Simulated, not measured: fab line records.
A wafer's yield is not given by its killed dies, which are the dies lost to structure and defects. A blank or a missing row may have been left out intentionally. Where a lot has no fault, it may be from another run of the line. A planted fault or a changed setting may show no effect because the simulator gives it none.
Shared-tool check / flow nand_harc / 13 lots, 39 wafers sampled

== WHY THIS WAS OPENED ==
Flagged at NHARC_P_GATE_CD_MEAS_46: reading cd_nm, on 1 of 13 lots. No-fault wafers: 719.3 nm, standard deviation 1.4.
Rule: a lot is flagged in two cases, either no wafer of it has a number, or all its wafers with numbers fall more than 4 standard deviations from that mean. The rest of the lots are taken to be sound.

lot=L740; measured=day 4 23:31; on=cd_sem-03; cd_nm (nm), wafer by wafer=718.8 716.9 718.4; flag=
lot=L742; measured=day 5 12:21; on=cd_sem-01; cd_nm (nm), wafer by wafer=719.5 721.4 720.8; flag=
lot=L743; measured=day 5 19:13; on=cd_sem-01; cd_nm (nm), wafer by wafer=719.7 719.6 719.0; flag=
lot=L745; measured=day 6 18:01; on=cd_sem-01; cd_nm (nm), wafer by wafer=718.0 717.2 720.6; flag=
lot=L746; measured=day 7 02:29; on=cd_sem-03; cd_nm (nm), wafer by wafer=719.3 718.8 718.5; flag=
lot=L747; measured=day 7 04:26; on=cd_sem-01; cd_nm (nm), wafer by wafer=717.1 717.4 716.0; flag=
lot=L748; measured=day 7 08:40; on=cd_sem-01; cd_nm (nm), wafer by wafer=717.1 719.4 717.6; flag=
lot=L749; measured=day 7 09:25; on=cd_sem-03; cd_nm (nm), wafer by wafer=719.5 719.9 719.9; flag=
lot=L750; measured=day 7 19:37; on=cd_sem-02; cd_nm (nm), wafer by wafer=718.9 720.0 717.9; flag=
lot=L751; measured=day 8 11:01; on=cd_sem-02; cd_nm (nm), wafer by wafer=717.2 717.7 718.8; flag=
lot=L754; measured=day 8 11:13; on=cd_sem-02; cd_nm (nm), wafer by wafer=719.2 720.3 720.6; flag=
lot=L752; measured=day 8 17:10; on=cd_sem-02; cd_nm (nm), wafer by wafer=680.4 680.0 680.6; flag=FLAGGED
lot=L755; measured=day 9 05:34; on=cd_sem-01; cd_nm (nm), wafer by wafer=723.0 720.8 721.3; flag=
The mean of the flagged lots' numbers is 680.3 nm, -39.0 nm from the usual (-28 standard deviations).

== WHICH TOOL RAN EACH LOT ==
The record holds 1 process step before the reading, out of a route of 1159 steps. Cell contents, in order: the tool; ch with the chambers the sampled wafers went through; the start.
lot=L740; flag=; NHARC_P_GATE_EXPOSE_43=krf_scanner-04 ch 0, day 4 23:22
lot=L742; flag=; NHARC_P_GATE_EXPOSE_43=krf_scanner-02 ch 0, day 5 12:12
lot=L743; flag=; NHARC_P_GATE_EXPOSE_43=krf_scanner-01 ch 0, day 5 19:04
lot=L745; flag=; NHARC_P_GATE_EXPOSE_43=krf_scanner-04 ch 0, day 6 17:52
lot=L746; flag=; NHARC_P_GATE_EXPOSE_43=krf_scanner-04 ch 0, day 7 02:20
lot=L747; flag=; NHARC_P_GATE_EXPOSE_43=krf_scanner-02 ch 0, day 7 04:17
lot=L748; flag=; NHARC_P_GATE_EXPOSE_43=krf_scanner-04 ch 0, day 7 08:30
lot=L749; flag=; NHARC_P_GATE_EXPOSE_43=krf_scanner-04 ch 0, day 7 09:16
lot=L750; flag=; NHARC_P_GATE_EXPOSE_43=krf_scanner-04 ch 0, day 7 19:28
lot=L751; flag=; NHARC_P_GATE_EXPOSE_43=krf_scanner-02 ch 0, day 8 10:52
lot=L754; flag=; NHARC_P_GATE_EXPOSE_43=krf_scanner-04 ch 0, day 8 11:04
lot=L752; flag=FLAGGED; NHARC_P_GATE_EXPOSE_43=krf_scanner-02 ch 0, day 8 17:01
lot=L755; flag=; NHARC_P_GATE_EXPOSE_43=krf_scanner-01 ch 0, day 9 05:25
These steps, and what they do:
- NHARC_P_GATE_EXPOSE_43: exposes mask P NSD, target cd 720 nm.
- NHARC_P_GATE_CD_MEAS_46: target cd 720 nm.

== FLAGGED OVER TOTAL, TOOL BY TOOL (the gauges that took the reading come last) ==
step=NHARC_P_GATE_EXPOSE_43; tool=krf_scanner-01; lots run=2; flagged=0; share of the flagged lots=none; sound lots run after its first flagged lot=-
step=NHARC_P_GATE_EXPOSE_43; tool=krf_scanner-02; lots run=4; flagged=1; share of the flagged lots=all; sound lots run after its first flagged lot=0
step=NHARC_P_GATE_EXPOSE_43; tool=krf_scanner-04; lots run=7; flagged=0; share of the flagged lots=none; sound lots run after its first flagged lot=-
step=NHARC_P_GATE_CD_MEAS_46; tool=cd_sem-01; lots run=6; flagged=0; share of the flagged lots=none; sound lots run after its first flagged lot=-
step=NHARC_P_GATE_CD_MEAS_46; tool=cd_sem-02; lots run=4; flagged=1; share of the flagged lots=all; sound lots run after its first flagged lot=0
step=NHARC_P_GATE_CD_MEAS_46; tool=cd_sem-03; lots run=3; flagged=0; share of the flagged lots=none; sound lots run after its first flagged lot=-

== THE TABLE: WHAT IT ALLOWS ==
Every flagged lot went through 2 rows of the table: krf_scanner-02 at NHARC_P_GATE_EXPOSE_43 and cd_sem-02 at NHARC_P_GATE_CD_MEAS_46.
- krf_scanner-02 at NHARC_P_GATE_EXPOSE_43 ran 4 lots, 1 of them flagged. Last sound lot L751 at day 8 10:52, first flagged lot L752 at day 8 17:01; a fault beginning in between fits.
- cd_sem-02 at NHARC_P_GATE_CD_MEAS_46 ran 4 lots, 1 of them flagged. Last sound lot L754 at day 8 11:13, first flagged lot L752 at day 8 17:10; a fault beginning in between fits.
A lot count leaves these 2 tools indistinguishable: every one of them fits a fault beginning at some hour. More lots, or a look at what each step does to the wafer, might.

== WHAT THE SIMULATOR HAD PUT IN ==
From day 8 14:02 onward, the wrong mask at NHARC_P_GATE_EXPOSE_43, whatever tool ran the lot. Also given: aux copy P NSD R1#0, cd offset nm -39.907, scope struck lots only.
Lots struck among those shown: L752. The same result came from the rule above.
